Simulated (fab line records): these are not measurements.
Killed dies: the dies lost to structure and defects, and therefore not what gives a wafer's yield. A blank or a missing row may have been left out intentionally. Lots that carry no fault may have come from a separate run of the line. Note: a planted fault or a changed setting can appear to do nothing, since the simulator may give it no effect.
What tool caused it? || flow n5-finfet || 12 lots with 36 wafers sampled at 5 steps, on a route of 1938 steps

WHAT THE GAUGES SHOWED, per wafer
N5_BEOL_M2_INSPECT_59: inspects for defects (darkfield).
{"lot": "L076", "measured": "day 7 14:46", "on": "defect-inspect-01", "raw-defect-count": "63 69 44"}
{"lot": "L078", "measured": "day 8 12:55", "on": "defect-inspect-02", "raw-defect-count": "61 74 138"}
{"lot": "L079", "measured": "day 9 09:29", "on": "defect-inspect-02", "raw-defect-count": "95 65 84"}
{"lot": "L083", "measured": "day 9 11:42", "on": "defect-inspect-01", "raw-defect-count": "107 109 97"}
{"lot": "L084", "measured": "day 10 02:14", "on": "defect-inspect-02", "raw-defect-count": "44 56 73"}
{"lot": "L087", "measured": "day 10 06:55", "on": "defect-inspect-02", "raw-defect-count": "150 76 88"}
{"lot": "L086", "measured": "day 10 09:38", "on": "defect-inspect-02", "raw-defect-count": "80 58 54"}
{"lot": "L088", "measured": "day 11 02:51", "on": "defect-inspect-02", "raw-defect-count": "77 98 110"}
{"lot": "L091", "measured": "day 12 01:47", "on": "defect-inspect-01", "raw-defect-count": "70 71 57"}
{"lot": "L093", "measured": "day 12 07:03", "on": "defect-inspect-02", "raw-defect-count": "47 76 122"}
{"lot": "L095", "measured": "day 12 17:25", "on": "defect-inspect-02", "raw-defect-count": "46 58 55"}
{"lot": "L097", "measured": "day 13 10:13", "on": "defect-inspect-02", "raw-defect-count": "83 45 42"}

WHAT TOOL EACH LOT RAN ON (gives the tool, then ch and the chambers of the sampled wafers, and finally the start)
{"lot": "L076", "N5_BEOL_M2_DEGAS_44": "pvd-sputter-01, day 7 08:08", "N5_BEOL_M2_PRE_CLEAN_45": "pvd-sputter-01, day 7 08:10", "N5_BEOL_M2_ALD_84": "ald-metal-04 ch 0,3, day 7 08:20", "N5_BEOL_M2_ANNEAL_51": "rtp-anneal-01 ch 0, day 7 13:53"}
{"lot": "L078", "N5_BEOL_M2_DEGAS_44": "pvd-sputter-03, day 8 08:47", "N5_BEOL_M2_PRE_CLEAN_45": "pvd-sputter-03, day 8 08:50", "N5_BEOL_M2_ALD_84": "ald-metal-01 ch 1,3, day 8 08:55", "N5_BEOL_M2_ANNEAL_51": "rtp-anneal-01 ch 0, day 8 12:01"}
{"lot": "L079", "N5_BEOL_M2_DEGAS_44": "pvd-sputter-01, day 9 05:55", "N5_BEOL_M2_PRE_CLEAN_45": "pvd-sputter-01, day 9 05:57", "N5_BEOL_M2_ALD_84": "ald-metal-03 ch 0,1,3, day 9 06:01", "N5_BEOL_M2_ANNEAL_51": "rtp-anneal-02 ch 0, day 9 08:37"}
{"lot": "L083", "N5_BEOL_M2_DEGAS_44": "pvd-sputter-03, day 9 08:00", "N5_BEOL_M2_PRE_CLEAN_45": "pvd-sputter-03, day 9 08:02", "N5_BEOL_M2_ALD_84": "ald-metal-03 ch 0,1,2, day 9 08:09", "N5_BEOL_M2_ANNEAL_51": "rtp-anneal-01 ch 0, day 9 10:47"}
{"lot": "L084", "N5_BEOL_M2_DEGAS_44": "pvd-sputter-02, day 9 19:42", "N5_BEOL_M2_PRE_CLEAN_45": "pvd-sputter-02, day 9 19:44", "N5_BEOL_M2_ALD_84": "ald-metal-04 ch 0,2, day 9 19:50", "N5_BEOL_M2_ANNEAL_51": "rtp-anneal-02 ch 0, day 10 01:20"}
{"lot": "L087", "N5_BEOL_M2_DEGAS_44": "pvd-sputter-03, day 10 02:57", "N5_BEOL_M2_PRE_CLEAN_45": "pvd-sputter-03, day 10 03:00", "N5_BEOL_M2_ALD_84": "ald-metal-03 ch 0,1, day 10 03:07", "N5_BEOL_M2_ANNEAL_51": "rtp-anneal-02 ch 0, day 10 06:08"}
{"lot": "L086", "N5_BEOL_M2_DEGAS_44": "pvd-sputter-01, day 10 06:00", "N5_BEOL_M2_PRE_CLEAN_45": "pvd-sputter-01, day 10 06:02", "N5_BEOL_M2_ALD_84": "ald-metal-04 ch 0,3, day 10 06:13", "N5_BEOL_M2_ANNEAL_51": "rtp-anneal-02 ch 0, day 10 08:40"}
{"lot": "L088", "N5_BEOL_M2_DEGAS_44": "pvd-sputter-01, day 10 23:05", "N5_BEOL_M2_PRE_CLEAN_45": "pvd-sputter-01, day 10 23:07", "N5_BEOL_M2_ALD_84": "ald-metal-04 ch 0,1,3, day 10 23:11", "N5_BEOL_M2_ANNEAL_51": "rtp-anneal-01 ch 0, day 11 01:52"}
{"lot": "L091", "N5_BEOL_M2_DEGAS_44": "pvd-sputter-01, day 11 20:44", "N5_BEOL_M2_PRE_CLEAN_45": "pvd-sputter-01, day 11 20:46", "N5_BEOL_M2_ALD_84": "ald-metal-04 ch 0,1,3, day 11 21:04", "N5_BEOL_M2_ANNEAL_51": "rtp-anneal-02 ch 0, day 12 00:55"}
{"lot": "L093", "N5_BEOL_M2_DEGAS_44": "pvd-sputter-03, day 12 01:51", "N5_BEOL_M2_PRE_CLEAN_45": "pvd-sputter-03, day 12 01:53", "N5_BEOL_M2_ALD_84": "ald-metal-03 ch 0,1,2, day 12 01:57", "N5_BEOL_M2_ANNEAL_51": "rtp-anneal-02 ch 0, day 12 06:08"}
{"lot": "L095", "N5_BEOL_M2_DEGAS_44": "pvd-sputter-02, day 12 12:10", "N5_BEOL_M2_PRE_CLEAN_45": "pvd-sputter-02, day 12 12:12", "N5_BEOL_M2_ALD_84": "ald-metal-04 ch 0,1, day 12 12:16", "N5_BEOL_M2_ANNEAL_51": "rtp-anneal-02 ch 0, day 12 16:37"}
{"lot": "L097", "N5_BEOL_M2_DEGAS_44": "pvd-sputter-03, day 13 06:28", "N5_BEOL_M2_PRE_CLEAN_45": "pvd-sputter-03, day 13 06:31", "N5_BEOL_M2_ALD_84": "ald-metal-01 ch 0,1,3, day 13 06:35", "N5_BEOL_M2_ANNEAL_51": "rtp-anneal-01 ch 0, day 13 09:23"}
- N5_BEOL_M2_DEGAS_44: time 60 s.
- N5_BEOL_M2_PRE_CLEAN_45: time 30 s.
- N5_BEOL_M2_ALD_84: deposits TaN, pulse time 2 s, purge time 3 s, co reactant purge time 2 s.
- N5_BEOL_M2_ANNEAL_51: time 90 s.

THE ANSWER, worked out from the rows above alone
Rule: usual is defined by the lots themselves. Put in order of their means at a reading, lots are off if they are a third of the lots or fewer, leave a main group of 4 or more, and stand apart from it by a gap of 3 or more times the standard deviation of the main group's means; of several such gaps the widest counts. A main group whose means are all the same, to the digits that the tables above print for the reading, isn't used. A lot without any number at a reading at which 4 lots or more have one is off too. The other lots that the step has rows for count as sound.
No lot is off on any of the readings shown, so nothing can be concluded from this.

WHAT WAS PUT IN BY THE SIMULATOR
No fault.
